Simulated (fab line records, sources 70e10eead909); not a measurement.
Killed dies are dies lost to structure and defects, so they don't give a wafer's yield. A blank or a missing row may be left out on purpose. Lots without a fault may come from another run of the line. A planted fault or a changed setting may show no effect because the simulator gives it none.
Chamber matching | flow nand_harc | NHARC_P_M0_STRIP_18 on rie_diel-06: 4 sister chambers
The step strips in N2/H2. 14 wafers are shown with their chamber, then 7 later ones without.

WAFERS WITH THEIR CHAMBER
wafer  | chamber | showerhead_plenum_p_Torr (Torr) | drypump_motor_current_A (A) | oes_product_au (a.u.)
L075.3 | 1       | 2.14                            | 6.1                         | 1.001
L075.4 | 0       | 2.12                            | 5.9                         | 0.997
L075.5 | 1       | 2.14                            | 6.2                         | 0.995
L078.3 | 0       | 2.12                            | 5.9                         | 0.983
L078.4 | 3       | 2.07                            | 5.0                         | 0.994
L078.5 | 0       | 2.12                            | 5.9                         | 0.991
L080.1 | 0       | 2.12                            | 6.0                         | 0.985
L080.5 | 1       | 2.14                            | 6.2                         | 0.988
L080.6 | 2       | 2.21                            | 5.6                         | 1.001
L081.1 | 3       | 2.07                            | 5.0                         | 1.000
L081.2 | 0       | 2.12                            | 6.0                         | 0.978
L081.6 | 2       | 2.21                            | 5.6                         | 1.005
L083.2 | 1       | 2.14                            | 6.1                         | 0.990
L083.3 | 2       | 2.20                            | 5.6                         | 1.002

SIGNATURES (means of the wafers above)
reading                  | chamber 0 | chamber 1 | chamber 2 | chamber 3 | scatter within a chamber
showerhead_plenum_p_Torr | 2.1200    | 2.1400    | 2.2067    | 2.0700    | 0.00258
drypump_motor_current_A  | 5.940     | 6.150     | 5.600     | 5.000     | 0.0469
oes_product_au           | 0.98680   | 0.99350   | 1.00267   | 0.99700   | 0.00587
Rule: a wafer's distance from a chamber is the root of the sum, over the readings, of the square of ((its reading less the chamber's mean) divided by the reading's scatter). The wafer belongs to the nearest chamber; if the next one is less than 2 further off, it can't be placed. The scatter: the root of (the sum of the squares of (reading less its chamber's mean) over the shown wafers, divided by (wafers less chambers)).

WAFERS WITHOUT THEIR CHAMBER
wafer  | showerhead_plenum_p_Torr (Torr) | drypump_motor_current_A (A) | oes_product_au (a.u.)
L083.4 | 2.12                            | 5.9                         | 0.989
L084.1 | 2.14                            | 6.1                         | 1.011
L084.5 | 2.14                            | 6.1                         | 1.005
L084.6 | 2.21                            | 5.6                         | 0.999
L086.2 | 2.20                            | 5.6                         | 0.996
L086.3 | 2.14                            | 6.2                         | 0.989
L086.5 | 2.21                            | 5.6                         | 0.982

WHICH CHAMBER EACH WENT THROUGH
wafer  | from the rows above | in truth
L083.4 | 0                   | 0
L084.1 | 1                   | 1
L084.5 | 1                   | 1
L084.6 | 2                   | 2
L086.2 | 2                   | 2
L086.3 | 1                   | 1
L086.5 | 2                   | 2
Placed correctly: 7 of 7. Can't be placed from these rows: 0. Placed wrongly: 0.
